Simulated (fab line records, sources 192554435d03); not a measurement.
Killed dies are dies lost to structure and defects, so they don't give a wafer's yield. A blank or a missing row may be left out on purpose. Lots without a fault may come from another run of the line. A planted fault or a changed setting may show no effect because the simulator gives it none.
Chamber matching | flow n5_finfet | N5_MOL_CONTACT_COAG_ALD_133 on ald_sin-02: 4 sister chambers
The step deposits SiO2, target thk 5 nm, pulse time 1 s, co reactant pulse time 1 s. 18 wafers are shown with their chamber, then 9 later ones without.

WAFERS WITH THEIR CHAMBER
wafer  | chamber | heater_power_w (W) | precursor_pulse_height_rel
L075.1 | 2       | 81                 | 0.972
L075.2 | 0       | 76                 | 0.973
L075.5 | 3       | 80                 | 1.019
L077.1 | 3       | 80                 | 0.954
L077.2 | 2       | 82                 | 0.991
L077.5 | 2       | 81                 | 0.996
L079.2 | 0       | 76                 | 1.040
L079.3 | 1       | 84                 | 1.014
L079.6 | 0       | 77                 | 0.992
L082.1 | 2       | 80                 | 1.020
L082.2 | 1       | 84                 | 0.988
L082.5 | 3       | 81                 | 1.006
L085.2 | 3       | 81                 | 1.008
L085.4 | 0       | 76                 | 1.017
L085.5 | 1       | 83                 | 0.990
L091.2 | 2       | 82                 | 1.006
L091.3 | 1       | 82                 | 0.996
L091.4 | 3       | 83                 | 1.011

SIGNATURES (means of the wafers above)
reading                    | chamber 0 | chamber 1 | chamber 2 | chamber 3 | scatter within a chamber
heater_power_w             | 76.25     | 83.25     | 81.20     | 81.00     | 0.937
precursor_pulse_height_rel | 1.00550   | 0.99700   | 0.99700   | 0.99960   | 0.0223
Rule: a wafer's distance from a chamber is the root of the sum, over the readings, of the square of ((its reading less the chamber's mean) divided by the reading's scatter). The wafer belongs to the nearest chamber; if the next one is less than 2 further off, it can't be placed. The scatter: the root of (the sum of the squares of (reading less its chamber's mean) over the shown wafers, divided by (wafers less chambers)).

WAFERS WITHOUT THEIR CHAMBER
wafer  | heater_power_w (W) | precursor_pulse_height_rel
L093.3 | 84                 | 1.013
L093.5 | 86                 | 0.986
L093.6 | 82                 | 0.982
L095.2 | 79                 | 0.984
L095.3 | 79                 | 1.018
L095.6 | 75                 | 0.972
L097.1 | 87                 | 0.998
L097.3 | 79                 | 0.995
L097.6 | 78                 | 0.976

WHICH CHAMBER EACH WENT THROUGH
wafer  | from the rows above          | in truth
L093.3 | can't be placed: 1 or 2      | 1
L093.5 | 1                            | 1
L093.6 | can't be placed: 2 or 3 or 1 | 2
L095.2 | can't be placed: 3 or 2 or 0 | 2
L095.3 | can't be placed: 3 or 2 or 0 | 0
L095.6 | 0                            | 0
L097.1 | 1                            | 1
L097.3 | can't be placed: 3 or 2 or 0 | 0
L097.6 | can't be placed: 0 or 3 or 2 | 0
Placed correctly: 3 of 9. Can't be placed from these rows: 6 (the true chamber is among the candidates in 6). Placed wrongly: 0.
